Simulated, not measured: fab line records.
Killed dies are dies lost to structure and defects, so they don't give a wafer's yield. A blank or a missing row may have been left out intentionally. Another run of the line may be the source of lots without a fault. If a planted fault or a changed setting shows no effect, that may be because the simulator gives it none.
A struck lot beside a sound one    flow n5Finfet    39 steps out of a route of 1938
Sound: wafers L904.1, L904.2, L904.4. The struck wafers were L921.2, L921.4, L921.6. The cause is given at the end.
Each step with rows lists, per side, the tool, then ch with its chambers, then its first start. Under that, the readings that differ: sound wafers    struck wafers    difference of the means    sigmas: that difference in standard deviations of wafers without a fault.
alike: readings whose means differ by less than 2 such deviations, and words and numbers that are the same on both sides. not compared: withheld readings, readings that some wafer has no value for, bounds like >300 that may hide the same value, and numbers for which the record gives no deviation and whose values overlap.
A row with sigmas, a row that says differs or no value, or rows on one side alone: a step with any of these is where the two part. Non-overlapping numbers with no deviation appear without sigmas and do not part them. Lack of a reading on every wafer of one side parts them only where that side has two or more wafers.

first, 9 steps without rows for these wafers: N5_BEOL_M13_SOFTBAKE_23 (time 60 s); N5_BEOL_M13_EXPOSE_25 (exposes mask M13, target cd 210 nm); N5_BEOL_M13_PEB_26 (peb time 90 s); N5_BEOL_M13_DEVELOP_27 (develop time 45 s); N5_BEOL_M13_HARDBAKE_32 (time 120 s); N5_BEOL_M13_DESCUM_33 (chemistry O2, time 7.9 s); N5_BEOL_M13_ETCH_67 (etches SiARC in CF4, target depth 143 nm, time 238.3 s); N5_BEOL_M13_ETCH_68 (etches SOC in N2/H2, time 355 s); N5_BEOL_M13_STRIP_69 (strips in N2/H2).
N5_BEOL_M13_TRENCH_ETCH_34: etches SiOC in C4F8/O2/Ar, target depth 413.47 nm, time 162.6 s.
  sound on rieDiel-03 ch 0,1, day 11 05:58; struck on rieDiel-03 ch 0,1, day 16 08:08
reading                  sound              struck             difference  sigmas
model.etch.depthNm (nm)  411.4 401.9 401.5  372.1 374.9 370.2  -32.5       
  alike: drypumpMotorCurrentA, oesProductAu, rfVppV, showerheadPlenumPTorr, throttleValvePct
  not compared: rfHoursCounterH
then, 1 step without rows for these wafers: N5_BEOL_M13_STRIP_70 (strips in C4F8/O2/Ar).
N5_BEOL_M13_OCD_MEAS_35:
  struck on ocd-02, day 16 08:18; sound on ocd-02, day 11 06:08
reading             sound        struck       difference  sigmas
trenchDepthNm (nm)  411 402 401  372 375 371  -32         -4
then, 11 steps without rows for these wafers: N5_BEOL_M13_STRIP_37 (strips in N2/H2); N5_BEOL_M13_ETCH_38 (etches SiCN in CF4/N2, target depth 67.5 nm, time 71.9 s); N5_BEOL_M13_PRECLEAN_39 (cleans in residue remover, time 60 s); N5_BEOL_M13_SRD_40 (time 30 s, dry time 30 s); N5_BEOL_M13_DEGAS_41 (time 60 s); N5_BEOL_M13_PRE_CLEAN_42 (time 30 s); N5_BEOL_M13_SPUTTER_43 (material TaN, target thk 15 nm, time 24.19 s); N5_BEOL_M13_SPUTTER_44 (material Ta, target thk 10 nm, time 16.13 s); N5_BEOL_M13_SPUTTER_45 (material Cu, target thk 80 nm, time 13.33 s); N5_BEOL_M13_ECD_47 (material Cu, target thk 936 nm); N5_BEOL_M13_ANNEAL_48 (time 90 s).
N5_BEOL_M13_CMP_49: polishes, stops on SiOC, t overpolish 17.1 s, target thk 420 nm.
  sound on cmp-04 ch 1,2,3, day 11 08:56; struck on cmp-01 ch 0,1, day 16 11:57
reading                                 sound              struck           difference  sigmas
model.Cu_of_BEOL_M13_ECD_47.thkNm (nm)  416.2 409.4 408.4  376 379.6 374.8  -35         
  alike: barrierFieldEndpointS, edgeZonePressureFrac, headPressurePsi, motorCurrentA, overpolishRunS
N5_BEOL_M13_THK_MEAS_50: measures by xrf.
  struck on filmMetro-02, day 16 12:14; sound on filmMetro-01, day 11 09:13
reading       sound        struck       difference  sigmas
M13_THK (nm)  415 406 406  373 377 372  -35         -5
then, 2 steps without rows for these wafers: N5_BEOL_M13_PRE_CLEAN_52 (time 15 s); N5_BEOL_M13_DEP_53 (deposits SiCN from 3MS/NH3, target thk 50 nm, time 17.8 s).
N5_BEOL_M13_RS_MEAS_54: measurement is done with a four-point probe.
  struck on filmMetro-02, day 16 12:22; sound on filmMetro-02, day 11 09:21
reading          sound                 struck                difference  sigmas
M13_RS (ohm/sq)  0.0453 0.0462 0.0462  0.0505 0.0498 0.0505  +0.0044     +5
then, 9 steps without rows for these wafers: N5_BEOL_M14_ILD_DEP_00 (deposits SiO2 from TEOS/O2, target thk 1119.3 nm, time 237.4 s); N5_BEOL_M14_COAT_58 (time 60 s, resist thk 89 nm); N5_BEOL_M14_COAT_04 (resist thk 800 nm); N5_BEOL_M14_EBR_06; N5_BEOL_M14_SOFTBAKE_05 (time 60 s); N5_BEOL_M14_EXPOSE_07 (exposes mask V13); N5_BEOL_M14_PEB_08 (peb time 90 s); N5_BEOL_M14_DEVELOP_09 (develop time 45 s); N5_BEOL_M14_HARDBAKE_14 (time 120 s).
N5_BEOL_M15_RC_MEAS_101:
  sound on prober-02 ch 0, day 11 19:58; struck on prober-01 ch 0, day 17 06:54
reading                     sound                    struck                 difference  sigmas
COMB_M15 (S/m)              2.2e-12 2.4e-12 2.2e-12  1.2e-12 1e-12 1.1e-12  -1.2e-12    -2
SERP_M13 (ohm/um)           0.307 0.318 0.325        0.341 0.339 0.347      +0.026      +3
SERP_M13_max_site (ohm/um)  0.311 0.321 0.331        0.344 0.344 0.351      +0.025      +3
  alike: COMB_M10, COMB_M11, COMB_M12, COMB_M13, COMB_M14, COMB_M5, COMB_M6, COMB_M7, COMB_M8, COMB_M9, SERP_M10, SERP_M11, SERP_M12, SERP_M14, SERP_M5, SERP_M6, SERP_M7, SERP_M8, SERP_M9
N5_PASSIVATION_PROBE_49:
  struck on prober-02, day 17 21:32; sound on prober-02, day 12 07:37
reading        sound    struck  difference  sigmas
killedAtOther  15 10 2  1 1 3   -7          -3
  alike: defectLimitedYield, killed_at_M0_to_M3, killed_at_M4_up, killedAtContacts, killedAtFrontEnd, killedDies, killedOnRim, killedOpen, killedShort, sort_bin_5_function, sort_bin_6_memory, sortNPass, sortYieldPct

WHERE THEY PART
Last at N5_PASSIVATION_PROBE_49 as far as this record goes, first at N5_BEOL_M13_OCD_MEAS_35.

WHY: what the simulator had put in
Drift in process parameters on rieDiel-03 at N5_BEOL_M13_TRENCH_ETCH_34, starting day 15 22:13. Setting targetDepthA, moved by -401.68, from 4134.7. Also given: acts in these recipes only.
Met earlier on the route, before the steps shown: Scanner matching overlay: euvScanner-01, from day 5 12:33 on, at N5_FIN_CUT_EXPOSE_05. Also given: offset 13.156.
